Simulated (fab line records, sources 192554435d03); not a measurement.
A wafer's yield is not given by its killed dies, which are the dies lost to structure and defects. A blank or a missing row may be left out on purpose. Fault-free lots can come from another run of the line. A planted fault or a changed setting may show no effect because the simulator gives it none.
Split-lot experiment / flow n5-finfet / 7 lots, 21 wafers read, on a route of 1938 steps

ON THE SPLIT
At N5_BEOL_M4_COAT_73 (time 60 s, resist thk 5 nm), the setting spin-rpm was moved away from the recipe's 1500 rpm on 4 of the 21 wafers read, by -8.8% to +4.5%. All remaining wafers had this setting at the recipe value.

FROM THE SPLIT TO THE READING: what the file shows between them, 3 steps
- N5_BEOL_M4_COAT_05: resist thk 30 nm
- N5_BEOL_M4_EBR_07
- N5_BEOL_M4_DESCUM_16: chemistry O2, time 7 s

THE READING
etch.depth-nm (the simulator's own value, which no gauge read), in nm, at N5_BEOL_M4_ETCH_74 (etches underlayer in N2/H2, target depth 6.5 nm, time 5.2 s). No usual value for it is given in the file. Here, 17 wafers ran the recipe; their average is 4.994 nm with a standard deviation of 0.015 nm.

wafer=L078.1; tool, chamber at the split=litho-track-05, 0; spin-rpm as run, rpm=1500; against the recipe=recipe; etch.depth-nm, nm=4.997; against lot-mates on the recipe=-
wafer=L078.2; tool, chamber at the split=litho-track-05, 0; spin-rpm as run, rpm=1368; against the recipe=-8.8%; etch.depth-nm, nm=5.22; against lot-mates on the recipe=+0.223
wafer=L078.4; tool, chamber at the split=litho-track-05, 0; spin-rpm as run, rpm=1368; against the recipe=-8.8%; etch.depth-nm, nm=5.239; against lot-mates on the recipe=+0.242
wafer=L079.4; tool, chamber at the split=litho-track-01, 0; spin-rpm as run, rpm=1500; against the recipe=recipe; etch.depth-nm, nm=4.989; against lot-mates on the recipe=-
wafer=L079.5; tool, chamber at the split=litho-track-01, 0; spin-rpm as run, rpm=1500; against the recipe=recipe; etch.depth-nm, nm=5.002; against lot-mates on the recipe=-
wafer=L079.6; tool, chamber at the split=litho-track-01, 0; spin-rpm as run, rpm=1500; against the recipe=recipe; etch.depth-nm, nm=4.979; against lot-mates on the recipe=-
wafer=L080.2; tool, chamber at the split=litho-track-01, 0; spin-rpm as run, rpm=1500; against the recipe=recipe; etch.depth-nm, nm=4.997; against lot-mates on the recipe=-
wafer=L080.3; tool, chamber at the split=litho-track-01, 0; spin-rpm as run, rpm=1567; against the recipe=+4.5%; etch.depth-nm, nm=4.896; against lot-mates on the recipe=-0.101
wafer=L080.5; tool, chamber at the split=litho-track-01, 0; spin-rpm as run, rpm=1567; against the recipe=+4.5%; etch.depth-nm, nm=4.899; against lot-mates on the recipe=-0.098
wafer=L081.1; tool, chamber at the split=litho-track-05, 0; spin-rpm as run, rpm=1500; against the recipe=recipe; etch.depth-nm, nm=4.973; against lot-mates on the recipe=-
wafer=L081.2; tool, chamber at the split=litho-track-05, 0; spin-rpm as run, rpm=1500; against the recipe=recipe; etch.depth-nm, nm=4.981; against lot-mates on the recipe=-
wafer=L081.3; tool, chamber at the split=litho-track-05, 0; spin-rpm as run, rpm=1500; against the recipe=recipe; etch.depth-nm, nm=4.997; against lot-mates on the recipe=-
wafer=L083.2; tool, chamber at the split=litho-track-01, 0; spin-rpm as run, rpm=1500; against the recipe=recipe; etch.depth-nm, nm=5.017; against lot-mates on the recipe=-
wafer=L083.4; tool, chamber at the split=litho-track-01, 0; spin-rpm as run, rpm=1500; against the recipe=recipe; etch.depth-nm, nm=5.017; against lot-mates on the recipe=-
wafer=L083.3; tool, chamber at the split=litho-track-01, 0; spin-rpm as run, rpm=1500; against the recipe=recipe; etch.depth-nm, nm=5.018; against lot-mates on the recipe=-
wafer=L084.1; tool, chamber at the split=litho-track-01, 0; spin-rpm as run, rpm=1500; against the recipe=recipe; etch.depth-nm, nm=5.002; against lot-mates on the recipe=-
wafer=L084.2; tool, chamber at the split=litho-track-01, 0; spin-rpm as run, rpm=1500; against the recipe=recipe; etch.depth-nm, nm=5.002; against lot-mates on the recipe=-
wafer=L084.4; tool, chamber at the split=litho-track-01, 0; spin-rpm as run, rpm=1500; against the recipe=recipe; etch.depth-nm, nm=4.999; against lot-mates on the recipe=-
wafer=L095.2; tool, chamber at the split=litho-track-03, 0; spin-rpm as run, rpm=1500; against the recipe=recipe; etch.depth-nm, nm=4.983; against lot-mates on the recipe=-
wafer=L095.3; tool, chamber at the split=litho-track-03, 0; spin-rpm as run, rpm=1500; against the recipe=recipe; etch.depth-nm, nm=4.971; against lot-mates on the recipe=-
wafer=L095.5; tool, chamber at the split=litho-track-03, 0; spin-rpm as run, rpm=1500; against the recipe=recipe; etch.depth-nm, nm=4.976; against lot-mates on the recipe=-

THE FIT
A straight line over all 21 wafers: etch.depth-nm changes by -0.0256 nm for each +1% of spin-rpm; r = -0.98; the points scatter about the line by 0.016 nm.
The same after taking each lot's own level away (the mean of its wafers on the recipe; 21 wafers): -0.0255 nm for each +1%; r = -0.99; scatter 0.0082 nm.
According to that fit, moving spin-rpm by its largest amount changes the reading by 0.22 nm.
The lots' own levels span 4.9767 to 5.0173 nm, that is 2.8 times the standard deviation above.
Consequently the slope shifts little with the lot-to-lot level, the two slopes agreeing.
Check: +0.229 nm against its lot-mates is what the line predicts for one of the wafers moved furthest among these (-8.8%) when that wafer is left out of the fit. It came out at +0.223 nm against them.

THESE WAFERS: OTHER SPLITS
Note: prior to the reading, these wafers also went through further splits. Each is held against what the fit with the lots' levels taken away leaves over:
other split on the same wafers=N5_BEOL_M2_TRENCH_ETCH_37 time-s; wafers away from the commonest value=6; r with etch.depth-nm (lot level and that fit taken away)=+0.09
other split on the same wafers=N5_BEOL_M3_COAT_67 spin-rpm; wafers away from the commonest value=6; r with etch.depth-nm (lot level and that fit taken away)=+0.07
other split on the same wafers=N5_BEOL_M3_DESCUM_33 time-s; wafers away from the commonest value=4; r with etch.depth-nm (lot level and that fit taken away)=+0.08

FILE'S OWN FIT
etch.depth-nm changes by -0.0255 nm for each +1% of spin-rpm, r = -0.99.
